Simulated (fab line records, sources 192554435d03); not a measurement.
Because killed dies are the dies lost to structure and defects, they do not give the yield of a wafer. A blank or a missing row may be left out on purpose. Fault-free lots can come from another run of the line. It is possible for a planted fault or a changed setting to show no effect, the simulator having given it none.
Chamber matching	flow n5 finfet	N5_BEOL_M12_DEP_53 on pecvd-02 has 3 sister chambers
The step deposits SiCN from 3MS/NH3, target thk 30 nm, time 10.5 s. 3 wafers are shown with their chamber, then 8 later ones without.

== WAFERS WITH THEIR CHAMBER ==
wafer	chamber	showerhead plenum p Torr (Torr)
L082.5	1	4.133
L087.3	0	4.139
L091.1	2	4.157

== WAFERS MISSING THEIR CHAMBER ==
wafer	showerhead plenum p Torr (Torr)
L091.3	4.145
L091.4	4.157
L096.1	4.112
L096.3	4.138
L096.6	4.130
L095.1	4.116
L095.4	4.126
L095.6	4.140

== EACH ONE'S CHAMBER ==
wafer	from the rows above	in truth
L091.3	can't be placed: 0 or 1 or 2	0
L091.4	can't be placed: 2 or 0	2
L096.1	can't be placed: 1 or 0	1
L096.3	can't be placed: 0 or 1 or 2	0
L096.6	can't be placed: 1 or 0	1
L095.1	can't be placed: 1 or 0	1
L095.4	can't be placed: 1 or 0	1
L095.6	can't be placed: 0 or 1 or 2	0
Correctly placed: 0 of 8. Unplaceable from these rows: 8, with the true chamber sitting among the candidates in 8. Number placed wrongly: 0.
How it was worked out, from the rows above alone: a wafer's distance from a chamber is the root of the sum, over the readings, of the square of ((its reading less the chamber's mean) divided by the reading's scatter). The wafer belongs to the nearest chamber; if the next one is less than 2 further off, it can't be placed. For every chamber, the mean is computed from those of its wafers that are shown. The scatter: with one shown wafer a chamber, the root of the mean of the squares of how far each hidden wafer lies from its nearest shown one.
